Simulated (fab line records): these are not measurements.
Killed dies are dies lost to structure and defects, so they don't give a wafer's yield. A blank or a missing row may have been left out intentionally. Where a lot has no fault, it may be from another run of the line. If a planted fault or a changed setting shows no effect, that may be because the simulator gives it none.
A lot that was struck, set against a sound lot || flow n5-finfet || 39 steps out of a route of 1938
Sound: wafers L717.3, L717.4, L717.6. Struck: wafer L727.3 (L727.5, L727.6, from the same lot, were not struck and are left out); the cause is given at the end.
For every step that has rows: the tool of each side, followed by ch and its chambers, followed by its first start. Under that, the readings that differ: sound wafers || struck wafers || difference of the means || sigmas: that difference in standard deviations of wafers without a fault.
alike: readings whose means differ by less than 2 such deviations, and words and numbers that are the same on both sides. not compared: withheld readings, readings that some wafer has no value for, bounds like >300 that may hide the same value, and numbers for which the record gives no deviation and whose values overlap.
A row with sigmas, a row that says differs or no value, or rows on one side alone: a step with any of these is where the two part. When numbers do not overlap yet have no deviation, they are printed without sigmas and do not part them. A reading that every wafer of one side lacks parts them only if that side has two wafers or more.

first, 9 steps without rows for these wafers: N5_MOL_CONTACT_COAG_PRE_CLEAN_142 (time 60 s); N5_MOL_CONTACT_COAG_SPUTTER_130 (material Co, target thk 47.5 nm); N5_MOL_CONTACT_COAG_PRECLEAN_125 (cleans in DIW, time 57.5 s); N5_MOL_CONTACT_COAG_SRD_126 (dry time 32 s); N5_MOL_CONTACT_COAG_CMP_23 (polishes, stops on SiO2, t overpolish 1.5 s, target thk 0 nm); N5_MOL_CONTACT_COAG_WET_ETCH_26 (target Co, target depth 13 nm); N5_MOL_CONTACT_COAG_WET_ETCH_116 (etches the open film in SC1-inhibited, target depth 4.6 nm, rinse time 30 s); N5_MOL_CONTACT_COAG_ALD_27 (deposits SiOC, target thk 17 nm, pulse time 1.5 s, time 2720 s); N5_MOL_CONTACT_COAG_CMP_28 (polishes, stops on SiNx, t overpolish 0.85 s, target thk 14.522 nm).
N5_MOL_CONTACT_COAG_ALD_123: deposits SiNx, target thk 5 nm, pulse time 1 s, purge time 2 s.
  sound on ald-sin-01 ch 0,3, day 6 04:45; struck on ald-sin-01 ch 3, day 8 14:27
{"reading": "ald-cycles", "sound": "100 100 100", "struck": 155, "difference": "+55", "sigmas": ""}
{"reading": "model.SiNx_of_MOL_CONTACT_COAG_ALD_123.thk-nm (nm)", "sound": "5 5 5", "struck": 7.8, "difference": "+2.8", "sigmas": ""}
  alike: heater-power-w, precursor-pulse-height-rel
then, 26 steps without rows for these wafers: N5_MOL_CONTACT_COAG_PECVD_31 (deposits SiO2 from TEOS/O2, target thk 46 nm, time 8.9 s); N5_MOL_CONTACT_COAG_COAT_75 (time 60 s, resist thk 60 nm); N5_MOL_CONTACT_COAG_COAT_76 (time 60 s, resist thk 10 nm); N5_MOL_CONTACT_COAG_COAT_77 (time 60 s, resist thk 10 nm); N5_MOL_CONTACT_COAG_COAT_78 (resist thk 40 nm); N5_MOL_CONTACT_COAG_EBR_80; N5_MOL_CONTACT_COAG_SOFTBAKE_79 (time 60 s); N5_MOL_CONTACT_COAG_EXPOSE_81 (exposes mask VG, defocus 0 nm); N5_MOL_CONTACT_COAG_PEB_82 (peb time 60 s); N5_MOL_CONTACT_COAG_DEVELOP_83 (develop time 30 s); N5_MOL_CONTACT_COAG_DESCUM_88 (chemistry O2, time 7 s); N5_MOL_CONTACT_COAG_ETCH_89 (etches underlayer in N2/H2, target depth 13 nm, time 10.4 s); N5_MOL_CONTACT_COAG_ETCH_90 (etches SiARC in CF4, target depth 13 nm, time 21.7 s); N5_MOL_CONTACT_COAG_ALD_131 (deposits SiO2, target thk 5 nm, pulse time 1 s, co reactant pulse time 1 s); N5_MOL_CONTACT_COAG_ETCHBACK_132 (etches SiO2 in CHF3, target depth 10 nm, time 6.7 s); N5_MOL_CONTACT_COAG_ETCH_91 (etches SOC in N2/H2, target depth 60 nm, overetch 21 nm, time 101.2 s); N5_MOL_CONTACT_COAG_STRIP_92 (strips in N2/H2); N5_MOL_CONTACT_COAG_STRIP_93 (strips in N2/H2); N5_MOL_CONTACT_COAG_ETCHBACK_135 (etches SiO2 in CHF3, target depth 25 nm, time 16.7 s); N5_MOL_CONTACT_COAG_STRIP_118 (strips in CHF3); N5_MOL_CONTACT_COAG_VIA_ETCH_46 (etches SiO2 in C4F6/O2, target depth 46 nm, overetch 9.2 nm, time 40 s); N5_MOL_CONTACT_COAG_STRIP_96 (strips in N2/H2); N5_MOL_CONTACT_COAG_ETCH_47 (etches SiNx in CH3F/O2, stops on W, target depth 27 nm); N5_MOL_CONTACT_COAG_STRIP_119 (strips in N2/H2, time 30 s); N5_MOL_CONTACT_COAG_PRECLEAN_144 (cleans in alkaline clean, time 60 s); N5_MOL_CONTACT_COAG_SRD_145 (time 30 s).
N5_MOL_CONTACT_COAG_ETCH_124: etches SiNx in CH3F/O2, stops on SiOC, target depth 6.5 nm.
  sound on rie-diel-02 ch 1,3, day 6 08:13; struck on rie-diel-03 ch 2, day 8 17:26
{"reading": "rf-hours-counter-h (h)", "sound": "- - -", "struck": 198, "difference": "no value on the sound wafers", "sigmas": ""}
{"reading": "model.etch.depth-nm (nm)", "sound": "5.003 5.004 4.997", "struck": 6.479, "difference": "+1.478", "sigmas": ""}
  alike: drypump-motor-current-A, oes_ar_750_au, oes-product-au, rf-vpp-V, showerhead-plenum-p-Torr, throttle-valve-pct
N5_BEOL_M4_RC_MEAS_101:
  the record has rows for the sound wafers here (prober-02 ch 0, day 8 21:19) and none for the struck ones
-- here the record skips 7 days between the struck wafers' starts before and after, leaving off in module BEOL_M4 and picking up in module PASSIVATION (first step shown: number 1936 of the route) --
N5_PASSIVATION_PROBE_49:
  record: rows for the struck wafers here (prober-02, day 15 15:31), none for the sound ones

## WHERE THEY PART
Last at N5_PASSIVATION_PROBE_49 as far as this record goes, first at N5_MOL_CONTACT_COAG_ETCH_124.

WHY: the cause the simulator had injected
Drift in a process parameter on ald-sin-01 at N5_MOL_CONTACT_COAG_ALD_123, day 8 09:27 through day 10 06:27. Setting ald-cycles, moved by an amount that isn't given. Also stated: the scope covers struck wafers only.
